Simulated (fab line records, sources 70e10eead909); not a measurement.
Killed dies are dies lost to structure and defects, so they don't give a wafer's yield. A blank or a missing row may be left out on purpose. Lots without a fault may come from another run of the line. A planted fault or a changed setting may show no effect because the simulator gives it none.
Chamber matching | flow nand_harc | NHARC_THIN_TSV_PRECLEAN_41 on wet_bench-08: 7 sister chambers
The step cleans in SC1. 7 wafers are shown with their chamber, then 7 later ones without.

WAFERS WITH THEIR CHAMBER
wafer  | chamber | sc1_h2o2_end_mol_l
L407.1 | 4       | 0.3687
L408.1 | 3       | 0.3704
L408.3 | 5       | 0.3696
L409.3 | 1       | 0.3699
L411.3 | 6       | 0.3708
L411.4 | 2       | 0.3705
L411.5 | 0       | 0.3702

WAFERS WITHOUT THEIR CHAMBER
wafer  | sc1_h2o2_end_mol_l
L414.1 | 0.3692
L414.2 | 0.3702
L414.4 | 0.3694
L421.1 | 0.3701
L421.5 | 0.3693
L424.2 | 0.3698
L424.6 | 0.3696

WHICH CHAMBER EACH WENT THROUGH
wafer  | from the rows above                    | in truth
L414.1 | can't be placed: 5 or 4 or 1           | 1
L414.2 | can't be placed: 0 or 3 or 1 or 2      | 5
L414.4 | can't be placed: 5 or 1                | 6
L421.1 | can't be placed: 0 or 1 or 3 or 2 or 5 | 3
L421.5 | can't be placed: 5 or 1 or 4           | 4
L424.2 | can't be placed: 1 or 5 or 0           | 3
L424.6 | can't be placed: 5 or 1                | 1
Placed correctly: 0 of 7. Can't be placed from these rows: 7 (the true chamber is among the candidates in 4). Placed wrongly: 0.
How it was worked out, from the rows above alone: a wafer's distance from a chamber is the root of the sum, over the readings, of the square of ((its reading less the chamber's mean) divided by the reading's scatter). The wafer belongs to the nearest chamber; if the next one is less than 2 further off, it can't be placed. A chamber's mean is the mean of its shown wafers. The scatter: with one shown wafer a chamber, the root of the mean of the squares of how far each hidden wafer lies from its nearest shown one.
